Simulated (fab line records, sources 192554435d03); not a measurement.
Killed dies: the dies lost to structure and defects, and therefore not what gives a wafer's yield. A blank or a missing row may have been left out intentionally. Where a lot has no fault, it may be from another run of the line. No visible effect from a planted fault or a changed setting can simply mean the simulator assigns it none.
fab line records + flow n5-finfet
record:
- lots: 6
- wafers: 18
- last-day: 19
route steps=1938 shown BEOL_M14@1767 BEOL_M15@1773
lots with no fault: from the same line, run without faults
start-h: the number of hours between the record's first day and the start of the first shown wafer of the lot + wait-h: time in hours since the lot's previous step + " unchanged from the row above + L1.1+2: a row that stands for several wafers + - no value present, or no start provided + * or withheld: withheld + < > ~ a bound
route shown NAME@n: names a module that has steps shown in the file, with the first one's number in the route + usual: average and standard deviation across the fault-free wafers + same: alike in all rows + chamber/n: place in a boat + sites: the reading at each site + _std_site: the standard deviation of these + _edge_site: inner sites' mean taken away from outer sites' mean + radius-mm: for every site, how far away it sits from the centre of the wafer + mask NAME#n: copy n + behind: tool/chamber where the wafer was last shaped + hold: why the lot was held/for how many hours/how that ended + device: which transistor (n, p or np) failed to switch + end of line: the tests these same wafers got at the end of their route + a step given without rows: its recipe and nothing more + killed: not the wafer's yield, but the dies lost to structure and defects at the first sort + map: per-die view of a wafer (x killed, . not killed, _ where there is no die)
set.NAME: the setting that was run; set.NAME@STEP: the one run at that earlier step + model.NAME: the simulator's own value behind a step, which no gauge read
lots at some steps of the route; a table a step, a row a wafer
services: the hour from which a tool's chamber was out of use, counted from the record's first day as start-h (under 0 if before that day), plus the number of hours and why
== steps ==
step: N5_BEOL_M14_CMP_49
recipe:
- stop-on: SiO2
- t-overpolish-s: 5.2
- down-force-psi: 2
- platen-rpm: 80
- clearing-platen-down-force-psi: 2
- clearing-platen-rpm: 80
- post-cmp-clean: cu-alkaline
- target-thk-nm: 560
- clearing-platen-pad-velocity-m-s: 1.5917
- pad-velocity-m-s: 1.5917
usual:
- barrier-field-endpoint-s: 11.42/0.23
- clearing-platen-rpm: 80.00/0.041
- motor-current-A: 8.4/1.1
- overpolish-run-s: 5.201/0.0083
- time-to-endpoint-s: 122/3.5
| lot.wafer | tool   | chamber | start-h | wait-h | barrier-field-endpoint-s | clearing-platen-rpm | motor-current-A | overpolish-run-s | time-to-endpoint-s |
|-----------|--------|---------|---------|--------|--------------------------|---------------------|-----------------|------------------|--------------------|
| L153.4    | cmp-04 | 3       | 343.17  | 0.1    | 11.15                    | 79.98               | 9.0             | 5.188            | 120                |
| L153.3    | "      | 1       | "       | "      | 11.01                    | 80.00               | 6.4             | 5.197            | 117                |
| L153.5    | "      | 0       | "       | "      | 11.22                    | 79.94               | 8.0             | 5.192            | 123                |
| L152.3    | cmp-04 | 2       | 350.85  | 0.2    | 11.52                    | 79.99               | 8.1             | 5.200            | 125                |
| L152.2    | "      | 3       | "       | "      | 11.06                    | 79.98               | 9.0             | 5.206            | 118                |
| L152.5    | "      | 0       | "       | "      | 11.36                    | 79.97               | 7.6             | 5.199            | 120                |
| L158.1    | cmp-01 | 3       | 388.00  | 0.3    | 11.82                    | 80.00               | 7.5             | 5.202            | 122                |
| L158.2    | "      | 0       | "       | "      | 11.53                    | 79.95               | 9.4             | 5.200            | 121                |
| L158.4    | "      | 1       | "       | "      | 11.38                    | 79.96               | 7.0             | 5.190            | 118                |
| L164.1    | cmp-01 | 1       | 390.92  | 0.3    | 10.88                    | 80.00               | 6.7             | 5.198            | 116                |
| L164.4    | "      | 0       | "       | "      | 11.07                    | 79.94               | 9.0             | 5.204            | 118                |
| L164.5    | "      | 1       | "       | "      | 11.04                    | 80.03               | 7.0             | 5.212            | 115                |
| L163.4    | cmp-01 | 2       | 409.10  | 0.1    | 11.38                    | 80.03               | 9.3             | 5.194            | 127                |
| L163.2    | "      | 0       | "       | "      | 10.94                    | 80.04               | 9.0             | 5.207            | 115                |
| L163.1    | "      | 1       | "       | "      | 11.33                    | 80.01               | 6.9             | 5.197            | 121                |
| L165.4    | cmp-01 | 0       | 438.38  | 0.1    | 11.57                    | 79.98               | 9.0             | 5.193            | 127                |
| L165.6    | "      | 0       | "       | "      | 11.38                    | 79.94               | 8.9             | 5.201            | 124                |
| L165.5    | "      | 1       | "       | "      | 11.48                    | 79.96               | 6.9             | 5.195            | 126                |
step: N5_BEOL_M14_THK_MEAS_50
recipe:
- thk-meas-gauge: xrf
- reads: Cu_of_BEOL_M14_ECD_47
usual:
- M14_THK: 560/12
| lot.wafer | tool          | chamber | start-h | wait-h | M14_THK[nm] |
|-----------|---------------|---------|---------|--------|-------------|
| L153.3    | film-metro-02 | -       | 343.46  | -      | 567         |
| L153.4    | "             | -       | "       | "      | 553         |
| L153.5    | "             | -       | "       | "      | 552         |
| L152.2    | film-metro-01 | -       | 351.07  | -      | 555         |
| L152.3    | "             | -       | "       | "      | 543         |
| L152.5    | "             | -       | "       | "      | 543         |
| L158.1    | film-metro-02 | -       | 388.26  | -      | 552         |
| L158.2    | "             | -       | "       | "      | 558         |
| L158.4    | "             | -       | "       | "      | 577         |
| L164.1    | film-metro-02 | -       | 391.22  | -      | 564         |
| L164.4    | "             | -       | "       | "      | 568         |
| L164.5    | "             | -       | "       | "      | 565         |
| L163.1    | film-metro-02 | -       | 409.39  | -      | 562         |
| L163.2    | "             | -       | "       | "      | 556         |
| L163.4    | "             | -       | "       | "      | 555         |
| L165.4    | film-metro-01 | -       | 438.67  | -      | 564         |
| L165.5    | "             | -       | "       | "      | 568         |
| L165.6    | "             | -       | "       | "      | 549         |
step: N5_BEOL_M14_PRE_CLEAN_52
recipe:
- gas: NH3
- time-s: 15
- temp-c: withheld
- rf-power-w: 300
step: N5_BEOL_M14_DEP_53
recipe:
- material: SiCN
- target-thk-a: 500
- temp-c: withheld
- precursor: 3MS/NH3
- pressure-torr: 3
- rf-w: 675
- time-s: 17.8
usual:
- showerhead-plenum-p-Torr: 4.15/0.031
- throttle-valve-pct: 18.0/0.83
| lot.wafer | tool     | chamber | start-h | wait-h | showerhead-plenum-p-Torr | throttle-valve-pct |
|-----------|----------|---------|---------|--------|--------------------------|--------------------|
| L153.3    | pecvd-01 | 0       | 343.53  | 0.0    | 4.16                     | 19.3               |
| L153.4    | "        | 1       | "       | "      | 4.11                     | 17.2               |
| L153.5    | "        | 0       | "       | "      | 4.16                     | 19.4               |
| L152.2    | pecvd-02 | 0       | 351.13  | 0.0    | 4.18                     | 19.0               |
| L152.3    | "        | 2       | "       | "      | 4.10                     | 18.5               |
| L152.5    | "        | 2       | "       | "      | 4.09                     | 18.4               |
| L158.1    | pecvd-01 | 1       | 388.32  | 0.0    | 4.11                     | 17.1               |
| L158.2    | "        | 0       | "       | "      | 4.17                     | 19.2               |
| L158.4    | "        | 1       | "       | "      | 4.11                     | 17.0               |
| L164.1    | pecvd-04 | 1       | 391.28  | 0.0    | 4.17                     | 17.1               |
| L164.4    | "        | 1       | "       | "      | 4.17                     | 17.0               |
| L164.5    | "        | 0       | "       | "      | 4.16                     | 16.9               |
| L163.1    | pecvd-01 | 2       | 409.46  | 0.0    | 4.13                     | 17.7               |
| L163.2    | "        | 1       | "       | "      | 4.12                     | 17.1               |
| L163.4    | "        | 0       | "       | "      | 4.16                     | 19.4               |
| L165.4    | pecvd-01 | 2       | 438.75  | 0.0    | 4.13                     | 17.9               |
| L165.5    | "        | 1       | "       | "      | 4.11                     | 17.3               |
| L165.6    | "        | 0       | "       | "      | 4.15                     | 19.5               |
step: N5_BEOL_M14_RS_MEAS_54
recipe:
- thk-meas-gauge: four-point-probe
- reads: Cu_of_BEOL_M14_ECD_47+Ta_of_BEOL_M14_SPUTTER_44+TaN_of_BEOL_M14_SPUTTER_43
usual:
- M14_RS: 0.0328/0.00067
| lot.wafer | tool          | chamber | start-h | wait-h | M14_RS[ohm/sq] |
|-----------|---------------|---------|---------|--------|----------------|
| L153.3    | film-metro-01 | -       | 343.59  | 0.1    | 0.0325         |
| L153.4    | "             | -       | "       | "      | 0.0333         |
| L153.5    | "             | -       | "       | "      | 0.0333         |
| L152.2    | film-metro-02 | -       | 351.20  | 0.1    | 0.0327         |
| L152.3    | "             | -       | "       | "      | 0.0333         |
| L152.5    | "             | -       | "       | "      | 0.0336         |
| L158.1    | film-metro-02 | -       | 388.39  | 0.0    | 0.0338         |
| L158.2    | "             | -       | "       | "      | 0.0332         |
| L158.4    | "             | -       | "       | "      | 0.0319         |
| L164.1    | film-metro-01 | -       | 391.35  | 0.0    | 0.0328         |
| L164.4    | "             | -       | "       | "      | 0.0325         |
| L164.5    | "             | -       | "       | "      | 0.0329         |
| L163.1    | film-metro-01 | -       | 409.54  | 0.1    | 0.0329         |
| L163.2    | "             | -       | "       | "      | 0.0333         |
| L163.4    | "             | -       | "       | "      | 0.0333         |
| L165.4    | film-metro-02 | -       | 438.80  | 0.0    | 0.0327         |
| L165.5    | "             | -       | "       | "      | 0.0325         |
| L165.6    | "             | -       | "       | "      | 0.0335         |
step: N5_BEOL_M14_INSPECT_55
recipe:
- inspect-instrument: darkfield
- mode: post-dep
usual:
- raw-defect-count: 71/24
| lot.wafer | tool              | chamber | start-h | wait-h | raw-defect-count |
|-----------|-------------------|---------|---------|--------|------------------|
| L153.3    | defect-inspect-01 | -       | 343.62  | 0.0    | 68               |
| L153.4    | "                 | -       | "       | "      | 88               |
| L153.5    | "                 | -       | "       | "      | 91               |
| L152.2    | defect-inspect-02 | -       | 351.23  | 0.0    | 76               |
| L152.3    | "                 | -       | "       | "      | 54               |
| L152.5    | "                 | -       | "       | "      | 83               |
| L158.1    | defect-inspect-02 | -       | 388.41  | 0.0    | 105              |
| L158.2    | "                 | -       | "       | "      | 83               |
| L158.4    | "                 | -       | "       | "      | 121              |
| L164.1    | defect-inspect-01 | -       | 391.37  | 0.0    | 82               |
| L164.4    | "                 | -       | "       | "      | 75               |
| L164.5    | "                 | -       | "       | "      | 57               |
| L163.1    | defect-inspect-02 | -       | 409.56  | 0.0    | 89               |
| L163.2    | "                 | -       | "       | "      | 64               |
| L163.4    | "                 | -       | "       | "      | 96               |
| L165.4    | defect-inspect-01 | -       | 438.83  | 0.0    | 63               |
| L165.5    | "                 | -       | "       | "      | 62               |
| L165.6    | "                 | -       | "       | "      | 77               |
step: N5_BEOL_M15_ILD_DEP_00
recipe:
- material: SiO2
- target-thk-a: 16293
- temp-c: 400
- precursor: TEOS/O2
- pressure-torr: 6.5
- rf-w: 900
- teos-flow-sccm: 161.4
- gas: O2
- flow-sccm: 2650
- time-s: 346.1
usual:
- heater-power-w: 516/74
- showerhead-plenum-p-Torr: 8.33/0.033
- throttle-valve-pct: 18.2/1.1
| lot.wafer | tool     | chamber | start-h | wait-h | heater-power-w | showerhead-plenum-p-Torr | throttle-valve-pct |
|-----------|----------|---------|---------|--------|----------------|--------------------------|--------------------|
| L153.3    | pecvd-03 | 2       | 343.65  | 0.0    | 582            | 8.38                     | 16.7               |
| L153.4    | "        | 0       | "       | "      | 554            | 8.33                     | 19.9               |
| L153.5    | "        | 2       | "       | "      | 465            | 8.36                     | 16.7               |
| L152.2    | pecvd-03 | 2       | 351.26  | 0.0    | 615            | 8.36                     | 16.8               |
| L152.3    | "        | 0       | "       | "      | 561            | 8.35                     | 19.8               |
| L152.5    | "        | 0       | "       | "      | 425            | 8.36                     | 19.9               |
| L158.1    | pecvd-03 | 1       | 388.45  | 0.0    | 575            | 8.33                     | 18.5               |
| L158.2    | "        | 0       | "       | "      | 521            | 8.36                     | 19.8               |
| L158.4    | "        | 2       | "       | "      | 621            | 8.37                     | 16.8               |
| L164.1    | pecvd-03 | 1       | 391.41  | 0.0    | 628            | 8.32                     | 18.2               |
| L164.4    | "        | 0       | "       | "      | 565            | 8.33                     | 20.2               |
| L164.5    | "        | 1       | "       | "      | 466            | 8.29                     | 18.2               |
| L163.1    | pecvd-03 | 0       | 409.60  | 0.0    | 514            | 8.34                     | 20.1               |
| L163.2    | "        | 2       | "       | "      | 532            | 8.35                     | 17.0               |
| L163.4    | "        | 1       | "       | "      | 470            | 8.32                     | 18.0               |
| L165.4    | pecvd-04 | 0       | 438.97  | 0.1    | 433            | 8.35                     | 17.6               |
| L165.5    | "        | 2       | "       | "      | 422            | 8.33                     | 17.9               |
| L165.6    | "        | 1       | "       | "      | 474            | 8.36                     | 17.7               |
step: N5_BEOL_M15_THK_MEAS_01
recipe:
- reads: SiO2_of_BEOL_M15_ILD_DEP_00
usual:
- M15_ILD_THK: 1616/22
| lot.wafer | tool          | chamber | start-h | wait-h | M15_ILD_THK[nm] |
|-----------|---------------|---------|---------|--------|-----------------|
| L153.3    | film-metro-02 | -       | 343.91  | 0.1    | 1589            |
| L153.4    | "             | -       | "       | "      | 1592            |
| L153.5    | "             | -       | "       | "      | 1614            |
| L152.2    | film-metro-01 | -       | 351.51  | 0.1    | 1609            |
| L152.3    | "             | -       | "       | "      | 1582            |
| L152.5    | "             | -       | "       | "      | 1598            |
| L158.1    | film-metro-02 | -       | 388.70  | 0.1    | 1608            |
| L158.2    | "             | -       | "       | "      | 1571            |
| L158.4    | "             | -       | "       | "      | 1632            |
| L164.1    | film-metro-02 | -       | 391.66  | 0.1    | 1602            |
| L164.4    | "             | -       | "       | "      | 1622            |
| L164.5    | "             | -       | "       | "      | 1625            |
| L163.1    | film-metro-01 | -       | 409.85  | 0.1    | 1584            |
| L163.2    | "             | -       | "       | "      | 1595            |
| L163.4    | "             | -       | "       | "      | 1639            |
| L165.4    | film-metro-02 | -       | 439.12  | 0.0    | 1620            |
| L165.5    | "             | -       | "       | "      | 1646            |
| L165.6    | "             | -       | "       | "      | 1624            |
step: N5_BEOL_M15_COAT_58
recipe:
- resist: BARC
- temp-c: 205
- time-s: 60
- spin-rpm: 1500
- resist-thk-nm: 89
step: N5_BEOL_M15_COAT_04
recipe:
- spin-rpm: 1704
- resist-thk-nm: 800
step: N5_BEOL_M15_EBR_06
recipe:
- solvent: PGMEA
- ebr-width-mm: 1.5
step: N5_BEOL_M15_SOFTBAKE_05
recipe:
- temp-c: 130
- time-s: 60
step: N5_BEOL_M15_EXPOSE_07
recipe:
- mask-id: V14
- na: 0.8
- source-shape: annular
- sigma-inner: 0.5
- sigma-outer: 0.8
- polarization: unpolarized
- attpsm-phase-deg: 180
- dose-mj: 41.25
| lot.wafer  | tool           | chamber | start-h | wait-h | mask  | model.BEOL_M15.overlay-x-nm |
|------------|----------------|---------|---------|--------|-------|-----------------------------|
| L153.3+4+5 | krf-scanner-01 | 0       | 344.17  | -      | V14#0 | -4.2                        |
| L152.2+3+5 | krf-scanner-02 | 0       | 351.77  | -      | V14#0 | -0.8                        |
| L158.1+2+4 | krf-scanner-01 | 0       | 388.83  | -      | V14#0 | 38                          |
| L164.1+4+5 | krf-scanner-02 | 0       | 391.80  | -      | V14#0 | 3.2                         |
| L163.1+2+4 | krf-scanner-01 | 0       | 410.11  | -      | V14#0 | 37.6                        |
| L165.4+5+6 | krf-scanner-02 | 0       | 439.39  | -      | V14#0 | 3                           |
step: N5_BEOL_M15_PEB_08
recipe:
- peb-temp-c: 130
- peb-time-s: 90
step: N5_BEOL_M15_DEVELOP_09
recipe:
- develop-time-s: 45
- rinse-liquid: diw
- dry: air-spin
- dev-temp-c: 21
step: N5_BEOL_M15_HARDBAKE_14
recipe:
- temp-c: 130
- time-s: 120
step: N5_BEOL_M15_CD_MEAS_10
recipe:
- target-cd-nm: 360
- landing-energy-ev: 500
- detector: se-inlens
- polarity: opening
usual:
- cd-nm: 360.6/1.6
| lot.wafer | tool      | chamber | start-h | wait-h | cd-nm |
|-----------|-----------|---------|---------|--------|-------|
| L153.3    | cd-sem-01 | 0       | 344.34  | -      | 361.1 |
| L153.4    | "         | 0       | "       | "      | 358.3 |
| L153.5    | "         | 0       | "       | "      | 359.2 |
| L152.2    | cd-sem-01 | 0       | 351.94  | -      | 359.3 |
| L152.3    | "         | 0       | "       | "      | 359.6 |
| L152.5    | "         | 0       | "       | "      | 360.9 |
| L158.1    | cd-sem-03 | 0       | 389.00  | -      | 361.7 |
| L158.2    | "         | 0       | "       | "      | 361.1 |
| L158.4    | "         | 0       | "       | "      | 362.9 |
| L164.1    | cd-sem-01 | 0       | 391.97  | -      | 358.8 |
| L164.4    | "         | 0       | "       | "      | 359.7 |
| L164.5    | "         | 0       | "       | "      | 359.3 |
| L163.1    | cd-sem-03 | 0       | 410.28  | -      | 359.2 |
| L163.2    | "         | 0       | "       | "      | 363.3 |
| L163.4    | "         | 0       | "       | "      | 359.7 |
| L165.4    | cd-sem-01 | 0       | 439.55  | -      | 362.0 |
| L165.5    | "         | 0       | "       | "      | 359.9 |
| L165.6    | "         | 0       | "       | "      | 364.0 |
step: N5_BEOL_M15_OVL_MEAS_11
recipe:
- points-per-wafer: 44
usual:
- V14_OVL: 1/4.8
| lot.wafer | tool       | chamber | start-h | wait-h | V14_OVL[nm] |
|-----------|------------|---------|---------|--------|-------------|
| L153.3    | overlay-02 | 0       | 344.36  | 0.0    | -6          |
| L153.4    | "          | 0       | "       | "      | 1           |
| L153.5    | "          | 0       | "       | "      | -4          |
| L152.2    | overlay-01 | 0       | 351.97  | 0.0    | -1          |
| L152.3    | "          | 0       | "       | "      | -1          |
| L152.5    | "          | 0       | "       | "      | 0           |
| L158.1    | overlay-01 | 0       | 389.03  | 0.0    | 36          |
| L158.2    | "          | 0       | "       | "      | 45          |
| L158.4    | "          | 0       | "       | "      | 44          |
| L164.1    | overlay-01 | 0       | 392.00  | 0.0    | -5          |
| L164.4    | "          | 0       | "       | "      | 1           |
| L164.5    | "          | 0       | "       | "      | 1           |
| L163.1    | overlay-01 | 0       | 410.32  | 0.0    | 34          |
| L163.2    | "          | 0       | "       | "      | 38          |
| L163.4    | "          | 0       | "       | "      | 36          |
| L165.4    | overlay-01 | 0       | 439.57  | 0.0    | -4          |
| L165.5    | "          | 0       | "       | "      | 7           |
| L165.6    | "          | 0       | "       | "      | 3           |
step: N5_BEOL_M15_INSPECT_12
recipe:
- mode: adi
- inspect-instrument: macro
usual:
- raw-defect-count: 1.8/1.3
| lot.wafer | tool              | chamber | start-h | wait-h | raw-defect-count |
|-----------|-------------------|---------|---------|--------|------------------|
| L153.3    | defect-inspect-01 | -       | 344.39  | 0.0    | 0                |
| L153.4    | "                 | -       | "       | "      | 0                |
| L153.5    | "                 | -       | "       | "      | 0                |
| L152.2    | defect-inspect-02 | -       | 351.99  | 0.0    | 3                |
| L152.3    | "                 | -       | "       | "      | 5                |
| L152.5    | "                 | -       | "       | "      | 5                |
| L158.1    | defect-inspect-02 | -       | 389.06  | 0.0    | 2                |
| L158.2    | "                 | -       | "       | "      | 1                |
| L158.4    | "                 | -       | "       | "      | 2                |
| L164.1    | defect-inspect-02 | -       | 392.03  | 0.0    | 1                |
| L164.4    | "                 | -       | "       | "      | 1                |
| L164.5    | "                 | -       | "       | "      | 3                |
| L163.1    | defect-inspect-02 | -       | 410.34  | 0.0    | 1                |
| L163.2    | "                 | -       | "       | "      | 2                |
| L163.4    | "                 | -       | "       | "      | 3                |
| L165.4    | defect-inspect-02 | -       | 439.60  | 0.0    | 1                |
| L165.5    | "                 | -       | "       | "      | 0                |
| L165.6    | "                 | -       | "       | "      | 1                |
== services ==
| tool           | chamber | start-h | hours | kind                           |
|----------------|---------|---------|-------|--------------------------------|
| cmp-01         | -       | 322.86  | 4.0   | pm                             |
| cmp-01         | -       | 326.86  | -     | consumable-replace:conditioner |
| cmp-01         | -       | 326.86  | -     | consumable-replace:pad         |
| krf-scanner-02 | -       | 342.33  | 2.3   | repair                         |
| cmp-01         | -       | 343.60  | 5.5   | pm                             |
| krf-scanner-02 | -       | 353.38  | 1.0   | pm                             |
| pecvd-02       | 0       | 355.07  | 39.7  | repair                         |
| krf-scanner-02 | -       | 361.06  | 1.3   | pm                             |
| krf-scanner-02 | -       | 363.56  | 5.5   | repair                         |
| krf-scanner-01 | -       | 368.52  | 0.9   | repair                         |
| krf-scanner-01 | -       | 378.09  | 0.2   | repair                         |
| pecvd-03       | 1       | 378.82  | 2.1   | scheduled-down                 |
| cmp-01         | -       | 382.85  | 2.2   | repair                         |
| cmp-04         | -       | 387.88  | 4.0   | repair                         |
| krf-scanner-02 | -       | 398.66  | 1.8   | repair                         |
| pecvd-01       | 1       | 398.76  | 2.1   | scheduled-down                 |
| krf-scanner-01 | -       | 401.23  | 1.0   | pm                             |
| krf-scanner-02 | -       | 409.92  | 0.8   | pm                             |
| cmp-04         | -       | 412.46  | 0.5   | repair                         |
| krf-scanner-02 | -       | 417.62  | 5.0   | repair                         |
| cmp-01         | -       | 417.91  | 0.8   | repair                         |
| cmp-04         | -       | 431.51  | 15.2  | pm                             |
| krf-scanner-01 | -       | 431.86  | 4.0   | pm                             |
| krf-scanner-01 | -       | 438.64  | 0.8   | pm                             |
== key ==
first-sign:
- step: N5_BEOL_M15_OVL_MEAS_11
- reading: V14_OVL
- direction: up
- sigmas: 8
- usual: 1
- struck: 39
effect none on later readings
model-effect:
- step: N5_BEOL_M15_EXPOSE_07
- value: BEOL_M15.overlay-x-nm
- without: -0.8
- struck: 37.8
met-at N5_BEOL_M15_EXPOSE_07
struck-wafers L158.1,L158.2,L158.4,L163.1,L163.2,L163.4
onset-between 344.17 388.83
fault:
- kind: scanner-matching-overlay
- tool: krf-scanner-01
- chamber: -
- onset-h: 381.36
- steps: N5_BEOL_M15_EXPOSE_07
- offset: 38.695
